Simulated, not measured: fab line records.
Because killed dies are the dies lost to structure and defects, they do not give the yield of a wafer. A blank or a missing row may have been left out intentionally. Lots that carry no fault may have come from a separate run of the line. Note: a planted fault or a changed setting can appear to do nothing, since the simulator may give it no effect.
Chamber matching -- flow n5-finfet -- 4 sister chambers for N5_PMOS_HMC_CHANNEL_EPI_HM_OPEN_15 on rie-diel-06
The step chemistry CHF3/O2, target SiO2, target depth 40.6 nm, time 20.3 s. 16 wafers are shown with their chamber, then 8 later ones without.

WAFERS WITH THEIR CHAMBER
wafer,chamber,showerhead-plenum-p-Torr (Torr),rf-vpp-V (V),oes_ar_750_au (a.u.)
L074.2,0,2.37,512,0.69
L074.3,3,2.41,518,0.74
L074.5,3,2.41,518,0.74
L076.1,1,2.48,550,0.92
L076.4,0,2.37,512,0.69
L076.5,1,2.48,550,0.91
L080.1,3,2.41,516,0.73
L080.3,2,2.25,507,0.84
L080.6,2,2.25,506,0.83
L083.2,0,2.37,511,0.68
L083.5,2,2.25,505,0.83
L083.6,3,2.41,518,0.73
L085.1,0,2.37,510,0.68
L085.2,3,2.40,518,0.73
L085.4,1,2.48,551,0.89
L087.1,2,2.24,506,0.82

SIGNATURES (averages over the wafers above)
reading,chamber 0,chamber 1,chamber 2,chamber 3,scatter within a chamber
showerhead-plenum-p-Torr,2.3700,2.4800,2.2475,2.4080,0.00359
rf-vpp-V,511.25,550.33,506.00,517.60,0.847
oes_ar_750_au,0.6850,0.9067,0.8300,0.7340,0.0086
Rule: for a wafer and a chamber, the distance is found by dividing, reading by reading, the gap between the wafer's reading and the chamber's mean by the reading's scatter, squaring, summing and taking the root. The wafer belongs to the nearest chamber; if the next one is less than 2 further off, it can't be placed. How the scatter is found: for the shown wafers, subtract from each reading the mean of its chamber, square and add these, divide the total by (wafers less chambers), then take the root.

WAFERS WITH NO CHAMBER GIVEN
wafer,showerhead-plenum-p-Torr (Torr),rf-vpp-V (V),oes_ar_750_au (a.u.)
L087.2,2.48,548,0.88
L087.4,2.40,519,0.73
L094.4,2.36,512,0.96
L094.5,2.36,511,0.97
L094.6,2.47,550,0.86
L096.2,2.47,549,0.85
L096.3,2.40,516,0.71
L096.4,2.24,505,0.80

CHAMBER TAKEN BY EACH
wafer,from the rows above,in truth
L087.2,1,1
L087.4,3,3
L094.4,can't be placed: 3 or 0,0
L094.5,can't be placed: 3 or 0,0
L094.6,1,1
L096.2,1,1
L096.3,3,3
L096.4,2,2
Correct placement for 6 of the 8. Not placeable from these rows: 2 (in 2, the candidates include the true chamber). Placed wrongly: 0.
